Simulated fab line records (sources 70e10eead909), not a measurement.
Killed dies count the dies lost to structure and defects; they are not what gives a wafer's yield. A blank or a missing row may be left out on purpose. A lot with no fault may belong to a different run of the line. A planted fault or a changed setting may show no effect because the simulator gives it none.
Problem report in the 8D (eight disciplines) form, filled by code -- flow nandHarc -- the parts of the form that need people (team, actions taken, sign-off) are left out

## 1. PROBLEM STATEMENT
Mean of runLengthS at NHARC_A_WL_FILL_ETCHBACK_04: 165.5 s across 4 wafers in 3 lots; on wafers with no fault it is 141.4 s (standard deviation 0.37). That is +65 standard deviations from the usual mean.
The step: etches the open film in NF3, target depth 60 nm, time 120 s.
First seen on wafer L172.1, day 17 02:46, on rieMetal-03. The record holds 35 wafers of 12 lots with a number at this step. Rule for "out", or "out of limits": more than 4 standard deviations from the usual mean. The other wafers with a number count as sound.

## 2. WHAT THIS IS AND IS NOT
question,is,is not
which readings at this step,runLengthS,oesProductAu
which lots,"L172, L174, L176","L166, L167, L170, L179, L180, L184, L185, L186, L187"
which wafers of those lots,"L172.1, L172.2, L174.1, L176.1","L172.3, L174.4, L174.5, L176.5"
read on which tools,rieMetal-03,"rieMetal-01, rieMetal-02"
when,from day 17 02:46,"up to then (10 sound wafers); but 21 sound wafers of L174, L176, L179, L180, L184, L185, L186, L187 came after"

## 3. WHAT RULES OUT EACH SUSPECT
Counting: any tool at a process step up to the reading remains a suspect provided it ran every lot that is out. Sound lots after the first of them don't rule it out here, since some wafers of a struck lot are sound.
- rieMetal-03 at NHARC_A_WL_FILL_ETCHBACK_04 (etches the open film in NF3, target depth 60 nm, time 120 s): kept. It ran every lot that is out, first L172 (day 17 02:46); its last sound lot up to then is L166 (day 15 09:12). Out on those wafers are its own readings of runLengthS.
Left after counting: rieMetal-03 at NHARC_A_WL_FILL_ETCHBACK_04.

## 4. THE CAUSE (what the simulator had put in)
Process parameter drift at NHARC_A_WL_FILL_ETCHBACK_04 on rieMetal-03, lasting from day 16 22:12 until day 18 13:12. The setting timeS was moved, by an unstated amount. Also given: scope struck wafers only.
This tool alone remained once counting was done.

## 5. THE EFFECT CHAIN, in route order
Rows list readings where the struck wafers' mean (over those with a number) sits beyond 3 standard deviations from the usual. Only readings whose record carries a usual standard deviation are examined. hours: median over the lots of the time between each lot's start at the first step of this table that gives one and its start at this step. sigmas: the change, counted in usual standard deviations.
hours,step,reading,usual,on struck wafers,change,sigmas
0,NHARC_A_WL_FILL_ETCHBACK_04,runLengthS,141.4 s,165.5,+24.1,+65
Process steps it contains:
- NHARC_A_WL_FILL_ETCHBACK_04: etches the open film in NF3, target depth 60 nm, time 120 s.
At these later measuring or inspecting steps, every struck wafer for which the step has a row has a number for every such reading, and none has moved that far: NHARC_END_SORT_01.

## 6. HOW IT WOULD HAVE BEEN CAUGHT EARLIER
First out-of-limits reading in this record: day 17 02:46, which is 5 hours after fault onset at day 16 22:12.
